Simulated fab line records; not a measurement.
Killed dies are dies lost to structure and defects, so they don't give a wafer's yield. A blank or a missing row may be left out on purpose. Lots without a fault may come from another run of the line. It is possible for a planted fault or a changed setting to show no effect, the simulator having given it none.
8D (eight disciplines) problem report, filled in by code || flow nand-harc || the parts of the form that need people (team, actions taken, sign-off) are left out

1. THE PROBLEM
At NHARC_END_SORT_01, killed-at-array averages 672 over 6 wafers from 2 lots, while fault-free wafers read 58, standard deviation 15. Measured from the usual mean, that is +41 standard deviations.
The first sign was on wafer L571.1 at day 25 19:09, on prober-02. The record has a number at this step for 6 wafers belonging to 2 lots. The rule behind "out" and "out of limits": a value lying over 4 standard deviations away from the usual mean. The other wafers with a number count as sound.

2. WHAT IT IS, AND WHAT IT ISN'T
{"question": "which readings at this step", "is": "killed-at-array, killed-dies", "is not": "killed-at-other, killed-at-periphery, killed-open, killed-short"}
{"question": "which lots", "is": "L571, L572", "is not": "-"}
{"question": "which wafers of those lots", "is": "all that have a number", "is not": "-"}
{"question": "read on which gauges", "is": "prober-01, prober-02", "is not": "-"}
{"question": "when", "is": "from day 25 19:09", "is not": "up to then (0 sound wafers)"}

3. WHAT RULES OUT EACH SUSPECT
Counting: a tool stays on the suspect list if, at a process step up to the reading, it processed all lots that are out and no sound lot following the first of them.
- the gauge at NHARC_END_SORT_01 is ruled out. Those wafers that are out were read across 2 gauges (prober-01, prober-02).
- har-etch-02 at NHARC_A_CHANNEL_HOLE_D1_ETCH_33 (etches the open film in C4F8/O2/Ar, time 90 s, target depth 400 nm): kept. It ran every lot that is out, first L571 (day 10 08:59), and no sound lot after that.
- lpcvd-poly-03 at NHARC_A_CHANNEL_FILL_D1_CVD_18 (deposits poly-Si, target thk 3 nm): kept. It ran every lot that is out, first L571 (day 11 09:01), and no sound lot after that.
- rie-diel-01 at NHARC_A_CHANNEL_FILL_D1_STRIP_29 (strips in O2, time 20 s): kept. It ran every lot that is out, first L571 (day 25 19:09), and no sound lot after that. NHARC_A_CHANNEL_FILL_D1_STRIP_29 gives no start for some lots, so the hours and the order of its lots are those of NHARC_END_SORT_01.
The count leaves har-etch-02 at NHARC_A_CHANNEL_HOLE_D1_ETCH_33, lpcvd-poly-03 at NHARC_A_CHANNEL_FILL_D1_CVD_18, and rie-diel-01 at NHARC_A_CHANNEL_FILL_D1_STRIP_29.

4. THE CAUSE (what the simulator had put in)
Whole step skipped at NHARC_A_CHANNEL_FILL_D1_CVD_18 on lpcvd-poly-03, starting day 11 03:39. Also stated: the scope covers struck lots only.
After counting, 3 suspects remain, this tool included.

5. THE EFFECT CHAIN, in route order
Each row: a reading whose mean over the struck wafers that have a number lies more than 3 standard deviations from the usual. Only readings whose record carries a usual standard deviation are examined. hours: median over the lots of the time between each lot's start at the first step of this table that gives one and its start at this step. sigmas: the change, counted in usual standard deviations.
{"hours": 0, "step": "NHARC_END_SORT_01", "reading": "killed-at-array", "usual": 58, "on struck wafers": 672, "change": "+614", "sigmas": "+41"}
{"hours": 0, "step": "NHARC_END_SORT_01", "reading": "killed-dies", "usual": 62, "on struck wafers": 677, "change": "+615", "sigmas": "+41"}
Readings that are blank on the struck wafers while sound wafers have them: spike-tc-bottom-C at NHARC_A_CHANNEL_FILL_D1_CVD_18; spike-tc-centre-C at NHARC_A_CHANNEL_FILL_D1_CVD_18.

6. WHAT WOULD HAVE CAUGHT IT SOONER
Counted from the fault's start at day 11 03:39, it took 352 hours until the first out-of-limits reading at a measuring or inspecting step in this record, taken at day 25 19:09.
At NHARC_A_CHANNEL_FILL_D1_CVD_18 the tool's readings are blank on the struck wafers, where sound wafers have them: an empty tool record is the first sign, and it was there at once.
All the lots that are out (2) had begun NHARC_A_CHANNEL_FILL_D1_CVD_18 on lpcvd-poly-03 by day 25 19:09. Tool hold at that time: it would have spared none of them.
